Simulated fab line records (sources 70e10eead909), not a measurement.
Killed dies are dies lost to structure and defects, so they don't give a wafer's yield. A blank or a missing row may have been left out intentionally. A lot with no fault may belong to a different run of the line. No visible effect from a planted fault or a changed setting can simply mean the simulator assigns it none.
Matching of chambers | flow nand-harc | NHARC_P_GATE_STRIP_101 on rie-diel-01 has 4 sister chambers
The step strips in O2, time 20 s. 4 wafers are shown with their chamber, then 12 later ones without.

## WAFERS PAIRED WITH THEIR CHAMBERS
wafer  | chamber | showerhead-plenum-p-Torr (Torr)
L089.4 | 1       | 3.66
L088.1 | 2       | 3.35
L088.4 | 3       | 3.69
L088.6 | 0       | 3.62

## WAFERS WHOSE CHAMBER IS MISSING
wafer  | showerhead-plenum-p-Torr (Torr)
L090.1 | 3.35
L090.3 | 3.69
L090.6 | 3.69
L095.1 | 3.66
L095.3 | 3.34
L095.4 | 3.69
L094.1 | 3.69
L094.3 | 3.66
L094.4 | 3.34
L096.2 | 3.66
L096.4 | 3.34
L096.6 | 3.66

## WHICH CHAMBER EACH WENT THROUGH
wafer  | from the rows above | in truth
L090.1 | 2                   | 2
L090.3 | 3                   | 3
L090.6 | 3                   | 3
L095.1 | 1                   | 1
L095.3 | 2                   | 2
L095.4 | 3                   | 3
L094.1 | 3                   | 3
L094.3 | 1                   | 1
L094.4 | 2                   | 2
L096.2 | 1                   | 1
L096.4 | 2                   | 2
L096.6 | 1                   | 1
Correctly placed: 12 of 12. Left unplaced by these rows: 0. Placed wrongly: 0.
How it was worked out, from the rows above alone: a wafer's distance from a chamber is the root of the sum, over the readings, of the square of ((its reading less the chamber's mean) divided by the reading's scatter). The wafer belongs to the nearest chamber; if the next one is less than 2 further off, it can't be placed. For every chamber, the mean is computed from those of its wafers that are shown. The scatter: with one shown wafer a chamber, the root of the mean of the squares of how far each hidden wafer lies from its nearest shown one.
